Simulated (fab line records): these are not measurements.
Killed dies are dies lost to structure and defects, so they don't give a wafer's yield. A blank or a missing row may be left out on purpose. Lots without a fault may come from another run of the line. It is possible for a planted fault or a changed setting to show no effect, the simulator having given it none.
What tool caused it? :: flow n5 finfet :: Sampling: 8 lots, 24 wafers, 5 of 1938 route steps

== WHAT EACH GAUGE READ, for each wafer ==
N5_BEOL_M15_RC_MEAS_101. Usual: COMB_M10 1.39e-11 S/m, standard deviation 3e-12; COMB_M11 1.5e-11 S/m, standard deviation 3.3e-12; COMB_M12 6.2e-12 S/m, standard deviation 1.3e-12; COMB_M13 4.6e-12 S/m, standard deviation 1e-12; COMB_M14 3.7e-12 S/m, standard deviation 8.7e-13; COMB_M15 2.3e-12 S/m, standard deviation 6.9e-13; COMB_M5 3.6e-11 S/m, standard deviation 6.7e-12; COMB_M6 2.6e-11 S/m, standard deviation 5e-12; COMB_M7 2.5e-11 S/m, standard deviation 5.6e-12; COMB_M8 2.6e-11 S/m, standard deviation 4.6e-12; COMB_M9 1.42e-11 S/m, standard deviation 2.8e-12; SERP_M10 3.07 ohm/um, standard deviation 0.099; SERP_M10_max_site 3.15 ohm/um, standard deviation 0.11; SERP_M11 3.09 ohm/um, standard deviation 0.11; SERP_M12 0.632 ohm/um, standard deviation 0.018; SERP_M12_max_site 0.645 ohm/um, standard deviation 0.019; SERP_M13 0.308 ohm/um, standard deviation 0.005; SERP_M13_max_site 0.311 ohm/um, standard deviation 0.0053; SERP_M14 0.160 ohm/um, standard deviation 0.0047; SERP_M5 38.9 ohm/um, standard deviation 1.6; SERP_M6 14.2 ohm/um, standard deviation 0.59; SERP_M7 14.0 ohm/um, standard deviation 0.59; SERP_M7_max_site 14.7 ohm/um, standard deviation 0.67; SERP_M8 13.7 ohm/um, standard deviation 0.54; SERP_M8_max_site 14.2 ohm/um, standard deviation 0.54; SERP_M9 3.11 ohm/um, standard deviation 0.11.
lot: L379
measured: day 12 07:33
on: prober-01
COMB_M10 (S/m): 1.19e-11 1.3e-11 1.14e-11
COMB_M11 (S/m): 1.5e-11 1.3e-11 1.3e-11
COMB_M12 (S/m): 4.7e-12 7.6e-12 7.1e-12
COMB_M13 (S/m): 6e-12 6.7e-12 5.5e-12
COMB_M14 (S/m): 3.7e-12 3.5e-12 4.7e-12
COMB_M15 (S/m): 2e-12 3.6e-12 1.6e-12
COMB_M5 (S/m): 3.3e-11 2.8e-11 3.2e-11
COMB_M6 (S/m): 2.6e-11 3.1e-11 2.8e-11
COMB_M7 (S/m): 3e-11 2.8e-11 3.1e-11
COMB_M8 (S/m): 2.1e-11 2.3e-11 2.6e-11
COMB_M9 (S/m): 1.77e-11 1.36e-11 1.58e-11
SERP_M10 (ohm/um): 2.94 2.96 2.93
SERP_M10_max_site (ohm/um): 3.02 3.00 2.96
SERP_M11 (ohm/um): 3.04 3.06 2.88
SERP_M12 (ohm/um): 0.687 0.653 0.655
SERP_M12_max_site (ohm/um): 0.712 0.662 0.669
SERP_M13 (ohm/um): 0.303 0.308 0.301
SERP_M13_max_site (ohm/um): 0.305 0.311 0.303
SERP_M14 (ohm/um): 0.157 0.156 0.153
SERP_M5 (ohm/um): 37.1 38.7 37.5
SERP_M6 (ohm/um): 14.7 14.5 14.6
SERP_M7 (ohm/um): 13.7 13.3 14.0
SERP_M7_max_site (ohm/um): 14.3 13.9 14.4
SERP_M8 (ohm/um): 13.6 14.2 13.3
SERP_M8_max_site (ohm/um): 13.9 14.4 13.8
SERP_M9 (ohm/um): 3.32 3.20 3.16
flag: 

lot: L382
measured: day 13 04:28
on: prober-01
COMB_M10 (S/m): 1.67e-11 1.18e-11 2.05e-11
COMB_M11 (S/m): 1.5e-11 1.1e-11 1.7e-11
COMB_M12 (S/m): 5e-12 4.4e-12 5.1e-12
COMB_M13 (S/m): 4.1e-12 3.7e-12 3.4e-12
COMB_M14 (S/m): 4.3e-12 3.7e-12 4.9e-12
COMB_M15 (S/m): 1.3e-12 2.3e-12 2.3e-12
COMB_M5 (S/m): 2.9e-11 3.5e-11 3e-11
COMB_M6 (S/m): 2.6e-11 3e-11 3.1e-11
COMB_M7 (S/m): 3.1e-11 3.5e-11 3e-11
COMB_M8 (S/m): 3.7e-11 2.6e-11 2e-11
COMB_M9 (S/m): 1.58e-11 1.47e-11 1.58e-11
SERP_M10 (ohm/um): 2.97 3.00 3.10
SERP_M10_max_site (ohm/um): 3.02 3.11 3.14
SERP_M11 (ohm/um): 3.11 3.14 3.24
SERP_M12 (ohm/um): 0.618 0.657 0.615
SERP_M12_max_site (ohm/um): 0.632 0.671 0.634
SERP_M13 (ohm/um): 0.313 0.296 0.308
SERP_M13_max_site (ohm/um): 0.318 0.299 0.311
SERP_M14 (ohm/um): 0.151 0.159 0.163
SERP_M5 (ohm/um): 39.4 40.3 38.7
SERP_M6 (ohm/um): 13.3 13.3 14.1
SERP_M7 (ohm/um): 13.5 14.1 13.7
SERP_M7_max_site (ohm/um): 14.6 14.4 14.1
SERP_M8 (ohm/um): 13.6 12.8 13.6
SERP_M8_max_site (ohm/um): 14.3 14.3 14.2
SERP_M9 (ohm/um): 3.07 3.21 3.06
flag: 

lot: L383
measured: day 13 08:34
on: prober-02
COMB_M10 (S/m): 9.7e-12 1.26e-11 1.76e-11
COMB_M11 (S/m): 1.4e-11 2e-11 1.7e-11
COMB_M12 (S/m): 5.2e-12 5.9e-12 4.9e-12
COMB_M13 (S/m): 7.1e-12 4.3e-12 4.3e-12
COMB_M14 (S/m): 2.5e-12 3e-12 3.2e-12
COMB_M15 (S/m): 3.1e-12 1.6e-12 2.3e-12
COMB_M5 (S/m): 4.5e-11 3.9e-11 4e-11
COMB_M6 (S/m): 2.4e-11 2.5e-11 2.2e-11
COMB_M7 (S/m): 2.8e-11 2.5e-11 2.6e-11
COMB_M8 (S/m): 2.9e-11 2.7e-11 3.5e-11
COMB_M9 (S/m): 1.16e-11 1.79e-11 9.7e-12
SERP_M10 (ohm/um): 3.06 3.17 3.21
SERP_M10_max_site (ohm/um): 3.16 3.23 3.25
SERP_M11 (ohm/um): 3.20 3.11 3.20
SERP_M12 (ohm/um): 0.628 0.639 0.615
SERP_M12_max_site (ohm/um): 0.634 0.650 0.633
SERP_M13 (ohm/um): 0.309 0.306 0.312
SERP_M13_max_site (ohm/um): 0.313 0.312 0.318
SERP_M14 (ohm/um): 0.159 0.157 0.157
SERP_M5 (ohm/um): 37.0 39.8 38.9
SERP_M6 (ohm/um): 13.8 13.5 12.7
SERP_M7 (ohm/um): 14.1 14.0 13.8
SERP_M7_max_site (ohm/um): 15.0 14.3 14.2
SERP_M8 (ohm/um): 13.8 14.1 14.1
SERP_M8_max_site (ohm/um): 14.0 14.5 14.6
SERP_M9 (ohm/um): 3.16 3.16 3.20
flag: 

lot: L384
measured: day 13 20:41
on: prober-01
COMB_M10 (S/m): 1.06e-11 8.6e-12 2.01e-11
COMB_M11 (S/m): 1.6e-11 1.6e-11 1.6e-11
COMB_M12 (S/m): 6.3e-12 6.1e-12 5.3e-12
COMB_M13 (S/m): 4.6e-12 3.8e-12 5.1e-12
COMB_M14 (S/m): 3.8e-12 3.6e-12 5e-12
COMB_M15 (S/m): 2.6e-12 2e-12 1.6e-12
COMB_M5 (S/m): 3.4e-11 3.3e-11 4.4e-11
COMB_M6 (S/m): 3.5e-11 3.3e-11 2.4e-11
COMB_M7 (S/m): 2.8e-11 2.2e-11 2.6e-11
COMB_M8 (S/m): 2.9e-11 3.3e-11 3.5e-11
COMB_M9 (S/m): 1.35e-11 1.82e-11 1.89e-11
SERP_M10 (ohm/um): 3.10 2.95 2.95
SERP_M10_max_site (ohm/um): 3.16 3.09 3.01
SERP_M11 (ohm/um): 3.05 2.95 2.96
SERP_M12 (ohm/um): 0.617 0.630 0.635
SERP_M12_max_site (ohm/um): 0.628 0.636 0.642
SERP_M13 (ohm/um): 0.315 0.305 0.303
SERP_M13_max_site (ohm/um): 0.317 0.307 0.305
SERP_M14 (ohm/um): 0.157 0.156 0.157
SERP_M5 (ohm/um): 38.2 40.9 37.1
SERP_M6 (ohm/um): 13.4 14.2 14.2
SERP_M7 (ohm/um): 14.1 14.4 13.5
SERP_M7_max_site (ohm/um): 15.3 14.9 14.3
SERP_M8 (ohm/um): 13.3 14.8 13.6
SERP_M8_max_site (ohm/um): 14.0 14.9 14.3
SERP_M9 (ohm/um): 3.10 3.11 3.08
flag: 

lot: L386
measured: day 14 03:27
on: prober-02
COMB_M10 (S/m): 1.25e-11 1.13e-11 1.18e-11
COMB_M11 (S/m): 1.6e-11 1.2e-11 1.3e-11
COMB_M12 (S/m): 6.9e-12 7.5e-12 5.5e-12
COMB_M13 (S/m): 4.2e-12 5e-12 4.6e-12
COMB_M14 (S/m): 2.6e-12 4.2e-12 4.2e-12
COMB_M15 (S/m): 2.3e-12 1.4e-12 1.6e-12
COMB_M5 (S/m): 4.2e-11 3.8e-11 2.9e-11
COMB_M6 (S/m): 2.3e-11 2.4e-11 3e-11
COMB_M7 (S/m): 2e-11 1.9e-11 1.8e-11
COMB_M8 (S/m): 2.7e-11 2.6e-11 3e-11
COMB_M9 (S/m): 1.79e-11 1.05e-11 1.78e-11
SERP_M10 (ohm/um): 3.17 2.97 3.18
SERP_M10_max_site (ohm/um): 3.25 3.22 3.24
SERP_M11 (ohm/um): 3.23 3.20 3.24
SERP_M12 (ohm/um): 0.623 0.632 0.622
SERP_M12_max_site (ohm/um): 0.632 0.644 0.633
SERP_M13 (ohm/um): 0.307 0.307 0.307
SERP_M13_max_site (ohm/um): 0.309 0.309 0.312
SERP_M14 (ohm/um): 0.167 0.162 0.158
SERP_M5 (ohm/um): 40.6 41.6 41.0
SERP_M6 (ohm/um): 14.2 14.0 14.3
SERP_M7 (ohm/um): 15.5 14.3 14.6
SERP_M7_max_site (ohm/um): 16.4 14.7 15.4
SERP_M8 (ohm/um): 14.3 14.6 14.3
SERP_M8_max_site (ohm/um): 14.9 15.3 14.6
SERP_M9 (ohm/um): 2.99 3.06 3.04
flag: 

lot: L388
measured: day 14 12:07
on: prober-02
COMB_M10 (S/m): 1.25e-11 9.9e-12 1.11e-11
COMB_M11 (S/m): 1.6e-11 1.2e-11 1.6e-11
COMB_M12 (S/m): 4.8e-12 4.9e-12 4e-12
COMB_M13 (S/m): 3.3e-12 4.4e-12 4.1e-12
COMB_M14 (S/m): 4.6e-12 3.9e-12 4.6e-12
COMB_M15 (S/m): 1.6e-12 1.1e-12 1e-12
COMB_M5 (S/m): 4e-11 3.8e-11 2.8e-11
COMB_M6 (S/m): 1.9e-11 2.3e-11 1.9e-11
COMB_M7 (S/m): 3e-11 2.5e-11 2.2e-11
COMB_M8 (S/m): 2.1e-11 2.3e-11 2.9e-11
COMB_M9 (S/m): 1.52e-11 1.72e-11 1.5e-11
SERP_M10 (ohm/um): 3.11 3.12 3.14
SERP_M10_max_site (ohm/um): 3.18 3.19 3.33
SERP_M11 (ohm/um): 3.02 3.33 3.10
SERP_M12 (ohm/um): 0.657 0.633 0.645
SERP_M12_max_site (ohm/um): 0.672 0.653 0.658
SERP_M13 (ohm/um): 0.307 0.309 0.308
SERP_M13_max_site (ohm/um): 0.309 0.311 0.313
SERP_M14 (ohm/um): 0.153 0.153 0.165
SERP_M5 (ohm/um): 38.6 39.4 39.2
SERP_M6 (ohm/um): 14.9 14.9 14.5
SERP_M7 (ohm/um): 13.9 12.8 13.8
SERP_M7_max_site (ohm/um): 14.1 13.3 14.5
SERP_M8 (ohm/um): 14.0 14.1 13.3
SERP_M8_max_site (ohm/um): 14.5 14.6 13.8
SERP_M9 (ohm/um): 2.90 3.20 2.96
flag: 

lot: L398
measured: day 17 07:16
on: prober-01
COMB_M10 (S/m): 9.9e-12 1.49e-11 1.3e-11
COMB_M11 (S/m): 1.7e-11 1.5e-11 2.3e-11
COMB_M12 (S/m): 3.9e-12 4.7e-12 4.5e-12
COMB_M13 (S/m): 4.1e-12 3.8e-12 3.7e-12
COMB_M14 (S/m): 4.7e-12 4.4e-12 3.9e-12
COMB_M15 (S/m): 2.7e-12 2.9e-12 3.2e-12
COMB_M5 (S/m): 4.7e-11 3.1e-11 5.4e-11
COMB_M6 (S/m): 3.3e-11 2.1e-11 2.6e-11
COMB_M7 (S/m): 2.2e-11 2.6e-11 2.4e-11
COMB_M8 (S/m): 2.3e-11 2.8e-11 2.6e-11
COMB_M9 (S/m): 1.59e-11 1.47e-11 1.26e-11
SERP_M10 (ohm/um): 3.08 3.27 3.15
SERP_M10_max_site (ohm/um): 3.13 3.32 3.23
SERP_M11 (ohm/um): 3.26 3.16 3.17
SERP_M12 (ohm/um): 0.641 0.616 0.631
SERP_M12_max_site (ohm/um): 0.645 0.635 0.642
SERP_M13 (ohm/um): 0.327 0.337 0.325
SERP_M13_max_site (ohm/um): 0.330 0.339 0.331
SERP_M14 (ohm/um): 0.171 0.164 0.168
SERP_M5 (ohm/um): 40.4 37.8 40.2
SERP_M6 (ohm/um): 14.2 14.2 14.6
SERP_M7 (ohm/um): 13.6 13.8 13.5
SERP_M7_max_site (ohm/um): 14.1 14.5 14.1
SERP_M8 (ohm/um): 13.5 14.0 14.6
SERP_M8_max_site (ohm/um): 13.9 14.3 14.8
SERP_M9 (ohm/um): 3.14 3.20 3.18
flag: OFF

lot: L401
measured: day 18 16:37
on: prober-01
COMB_M10 (S/m): 1.22e-11 1.4e-11 1.15e-11
COMB_M11 (S/m): 2e-11 2.2e-11 1.6e-11
COMB_M12 (S/m): 8.9e-12 5.8e-12 6.1e-12
COMB_M13 (S/m): 4.3e-12 5.3e-12 4.7e-12
COMB_M14 (S/m): 2.5e-12 2.2e-12 3.3e-12
COMB_M15 (S/m): 2.5e-12 3.2e-12 2.6e-12
COMB_M5 (S/m): 3.9e-11 4.1e-11 3e-11
COMB_M6 (S/m): 3.2e-11 2.2e-11 2.7e-11
COMB_M7 (S/m): 2.1e-11 2.2e-11 2.8e-11
COMB_M8 (S/m): 3.3e-11 2.2e-11 2.3e-11
COMB_M9 (S/m): 1.7e-11 1.7e-11 2e-11
SERP_M10 (ohm/um): 3.17 3.25 3.03
SERP_M10_max_site (ohm/um): 3.26 3.37 3.08
SERP_M11 (ohm/um): 3.23 3.13 2.95
SERP_M12 (ohm/um): 0.612 0.614 0.646
SERP_M12_max_site (ohm/um): 0.619 0.626 0.656
SERP_M13 (ohm/um): 0.306 0.302 0.307
SERP_M13_max_site (ohm/um): 0.308 0.303 0.312
SERP_M14 (ohm/um): 0.156 0.154 0.165
SERP_M5 (ohm/um): 41.8 36.5 38.3
SERP_M6 (ohm/um): 14.5 14.2 13.7
SERP_M7 (ohm/um): 14.0 14.0 13.8
SERP_M7_max_site (ohm/um): 14.4 14.4 14.0
SERP_M8 (ohm/um): 14.2 14.0 14.9
SERP_M8_max_site (ohm/um): 15.1 14.8 15.6
SERP_M9 (ohm/um): 3.16 3.03 3.19
flag: 

== WHAT TOOL EACH LOT RAN ON (gives the tool, then ch and the chambers of the sampled wafers, and finally the start) ==
lot: L379
N5_HKMG_FIN_WET_ETCH_73: wet bench-02 ch 4,5,6, day 4 12:39
N5_BEOL_M15_STRIP_63: rie diel-05 ch 0,2,3, day 12 05:33 or earlier
N5_BEOL_M15_STRIP_64: rie diel-05 ch 0,2,3, day 12 05:33 or earlier
N5_BEOL_M15_SPUTTER_43: pvd sputter-02, day 12 05:33

lot: L382
N5_HKMG_FIN_WET_ETCH_73: wet bench-02 ch 0,3,7, day 5 07:51
N5_BEOL_M15_STRIP_63: rie diel-03 ch 0,2,3, day 13 02:50 or earlier
N5_BEOL_M15_STRIP_64: rie diel-03 ch 0,2,3, day 13 02:50 or earlier
N5_BEOL_M15_SPUTTER_43: pvd sputter-03, day 13 02:50

lot: L383
N5_HKMG_FIN_WET_ETCH_73: wet bench-02 ch 0,4,6, day 5 11:52
N5_BEOL_M15_STRIP_63: rie diel-05 ch 0,1, day 13 07:07 or earlier
N5_BEOL_M15_STRIP_64: rie diel-05 ch 0,1, day 13 07:07 or earlier
N5_BEOL_M15_SPUTTER_43: pvd sputter-01, day 13 07:07

lot: L384
N5_HKMG_FIN_WET_ETCH_73: wet bench-02 ch 1,2,7, day 5 23:56
N5_BEOL_M15_STRIP_63: rie diel-03 ch 0,1,2, day 13 19:14 or earlier
N5_BEOL_M15_STRIP_64: rie diel-03 ch 0,1,2, day 13 19:14 or earlier
N5_BEOL_M15_SPUTTER_43: pvd sputter-03, day 13 19:14

lot: L386
N5_HKMG_FIN_WET_ETCH_73: wet bench-02 ch 1,3,6, day 6 08:01
N5_BEOL_M15_STRIP_63: rie diel-04 ch 1,2, day 14 02:03 or earlier
N5_BEOL_M15_STRIP_64: rie diel-04 ch 1,2, day 14 02:03 or earlier
N5_BEOL_M15_SPUTTER_43: pvd sputter-03, day 14 02:03

lot: L388
N5_HKMG_FIN_WET_ETCH_73: wet bench-05 ch 1,3,7, day 6 23:07
N5_BEOL_M15_STRIP_63: rie diel-05 ch 0,1, day 14 10:38 or earlier
N5_BEOL_M15_STRIP_64: rie diel-05 ch 0,1, day 14 10:38 or earlier
N5_BEOL_M15_SPUTTER_43: pvd sputter-01, day 14 10:38

lot: L398
N5_HKMG_FIN_WET_ETCH_73: wet bench-02 ch 3,4,6, day 9 08:55
N5_BEOL_M15_STRIP_63: rie diel-04 ch 0,1,2, day 17 05:48 or earlier
N5_BEOL_M15_STRIP_64: rie diel-04 ch 0,1,2, day 17 05:48 or earlier
N5_BEOL_M15_SPUTTER_43: pvd sputter-01, day 17 05:48

lot: L401
N5_HKMG_FIN_WET_ETCH_73: wet bench-03 ch 3,4,7, day 10 03:15
N5_BEOL_M15_STRIP_63: rie diel-04 ch 1,2,3, day 18 15:18 or earlier
N5_BEOL_M15_STRIP_64: rie diel-04 ch 1,2,3, day 18 15:18 or earlier
N5_BEOL_M15_SPUTTER_43: pvd sputter-03, day 18 15:18
- N5_HKMG_FIN_WET_ETCH_73: etches the open film in SC1, time 42.3 s, target depth 1.3 nm, rinse time 30 s.
- N5_BEOL_M15_STRIP_63: strips in O2.
- N5_BEOL_M15_STRIP_64: strips in O2.
- N5_BEOL_M15_SPUTTER_43: material TaN, target thk 15 nm, time 24.19 s.

== AS READ BY THE TOOLS THEMSELVES (means over the sampled wafers that have a number; for cases with no such wafer, the mark the record gives instead) ==
N5_BEOL_M15_STRIP_63. Usual: drypump motor current A 5.6 A, standard deviation 0.45; oes product au 0.77 a.u., standard deviation 0.088; rf vpp V 3.6 V, standard deviation 0.73; showerhead plenum p Torr 2.11 Torr, standard deviation 0.057; throttle valve pct 16.79 %, standard deviation 0.27.
lot: L379
tool: rie diel-05
drypump motor current A (A): 5.6
oes product au (a.u.): 0.71
rf vpp V (V): 4.3
showerhead plenum p Torr (Torr): 2.12
throttle valve pct (%): 16.83
flag: 

lot: L382
tool: rie diel-03
drypump motor current A (A): 5.4
oes product au (a.u.): 0.83
rf vpp V (V): 4.0
showerhead plenum p Torr (Torr): 2.12
throttle valve pct (%): 16.71
flag: 

lot: L383
tool: rie diel-05
drypump motor current A (A): 5.7
oes product au (a.u.): 0.69
rf vpp V (V): 3.7
showerhead plenum p Torr (Torr): 2.12
throttle valve pct (%): 16.92
flag: 

lot: L384
tool: rie diel-03
drypump motor current A (A): 5.2
oes product au (a.u.): 0.83
rf vpp V (V): 3.3
showerhead plenum p Torr (Torr): 2.10
throttle valve pct (%): 16.64
flag: 

lot: L386
tool: rie diel-04
drypump motor current A (A): 5.9
oes product au (a.u.): 0.80
rf vpp V (V): 3.6
showerhead plenum p Torr (Torr): 2.14
throttle valve pct (%): 16.78
flag: 

lot: L388
tool: rie diel-05
drypump motor current A (A): 5.7
oes product au (a.u.): 0.69
rf vpp V (V): 3.1
showerhead plenum p Torr (Torr): 2.15
throttle valve pct (%): 16.99
flag: 

lot: L398
tool: rie diel-04
drypump motor current A (A): 6.0
oes product au (a.u.): 0.76
rf vpp V (V): 4.2
showerhead plenum p Torr (Torr): 2.12
throttle valve pct (%): 16.73
flag: 

lot: L401
tool: rie diel-04
drypump motor current A (A): 5.7
oes product au (a.u.): 0.81
rf vpp V (V): 3.9
showerhead plenum p Torr (Torr): 2.12
throttle valve pct (%): 16.68
flag: 

N5_BEOL_M15_STRIP_64. Usual: drypump motor current A 5.6 A, standard deviation 0.44; oes product au 0.77 a.u., standard deviation 0.087; rf vpp V 3.6 V, standard deviation 0.5; showerhead plenum p Torr 2.11 Torr, standard deviation 0.057; throttle valve pct 16.79 %, standard deviation 0.27.
lot: L379
tool: rie diel-05
drypump motor current A (A): 5.7
oes product au (a.u.): 0.71
rf vpp V (V): 3.2
showerhead plenum p Torr (Torr): 2.12
throttle valve pct (%): 16.85
flag: 

lot: L382
tool: rie diel-03
drypump motor current A (A): 5.4
oes product au (a.u.): 0.84
rf vpp V (V): 3.6
showerhead plenum p Torr (Torr): 2.12
throttle valve pct (%): 16.69
flag: 

lot: L383
tool: rie diel-05
drypump motor current A (A): 5.6
oes product au (a.u.): 0.70
rf vpp V (V): 3.4
showerhead plenum p Torr (Torr): 2.12
throttle valve pct (%): 16.93
flag: 

lot: L384
tool: rie diel-03
drypump motor current A (A): 5.2
oes product au (a.u.): 0.83
rf vpp V (V): 3.6
showerhead plenum p Torr (Torr): 2.10
throttle valve pct (%): 16.63
flag: 

lot: L386
tool: rie diel-04
drypump motor current A (A): 5.8
oes product au (a.u.): 0.80
rf vpp V (V): 3.8
showerhead plenum p Torr (Torr): 2.14
throttle valve pct (%): 16.77
flag: 

lot: L388
tool: rie diel-05
drypump motor current A (A): 5.7
oes product au (a.u.): 0.70
rf vpp V (V): 4.0
showerhead plenum p Torr (Torr): 2.15
throttle valve pct (%): 16.99
flag: 

lot: L398
tool: rie diel-04
drypump motor current A (A): 6.0
oes product au (a.u.): 0.76
rf vpp V (V): 3.1
showerhead plenum p Torr (Torr): 2.13
throttle valve pct (%): 16.74
flag: 

lot: L401
tool: rie diel-04
drypump motor current A (A): 5.7
oes product au (a.u.): 0.82
rf vpp V (V): 3.7
showerhead plenum p Torr (Torr): 2.12
throttle valve pct (%): 16.68
flag: 

N5_BEOL_M15_SPUTTER_43. Usual: 30.1 % for throttle valve pct, sd 1.
lot: L379
tool: pvd sputter-02
throttle valve pct (%): 29.4
flag: 

lot: L382
tool: pvd sputter-03
throttle valve pct (%): 29.5
flag: 

lot: L383
tool: pvd sputter-01
throttle valve pct (%): 31.4
flag: 

lot: L384
tool: pvd sputter-03
throttle valve pct (%): 29.9
flag: 

lot: L386
tool: pvd sputter-03
throttle valve pct (%): 31.4
flag: 

lot: L388
tool: pvd sputter-01
throttle valve pct (%): 31.3
flag: 

lot: L398
tool: pvd sputter-01
throttle valve pct (%): 31.0
flag: 

lot: L401
tool: pvd sputter-03
throttle valve pct (%): 30.6
flag: 

== THE ANSWER, worked out from the rows above alone ==
Rule: take the mean of a lot's wafers that have a number; if it is more than 3 standard deviations from the usual mean, the lot is off. A lot without any number at a reading at which 4 lots or more have one is off too. Where the step has rows for the other lots, those lots are counted as sound. First the gauges in route order, then the tools' own readings, where a lot's mean is used as printed above. The first step at which some lot is off is used, and at that step the reading that is off furthest; a lot without a number counts as furthest.
Off: L398, seen at N5_BEOL_M15_RC_MEAS_101 (SERP_M13).
A tool fits if, at a process step before that reading, it ran every lot that is off, and no sound lot after the first of them. Gauges at N5_BEOL_M15_RC_MEAS_101: tried the same way as those tools. With no start given for some of its lots, N5_BEOL_M15_STRIP_63 uses the hours and lot order of N5_BEOL_M15_SPUTTER_43. With no start given for some of its lots, N5_BEOL_M15_STRIP_64 uses the hours and lot order of N5_BEOL_M15_SPUTTER_43. Can't be told from this: 2 tools fit, wet bench-02 at N5_HKMG_FIN_WET_ETCH_73, pvd sputter-01 at N5_BEOL_M15_SPUTTER_43.

== WHAT WAS PUT IN BY THE SIMULATOR ==
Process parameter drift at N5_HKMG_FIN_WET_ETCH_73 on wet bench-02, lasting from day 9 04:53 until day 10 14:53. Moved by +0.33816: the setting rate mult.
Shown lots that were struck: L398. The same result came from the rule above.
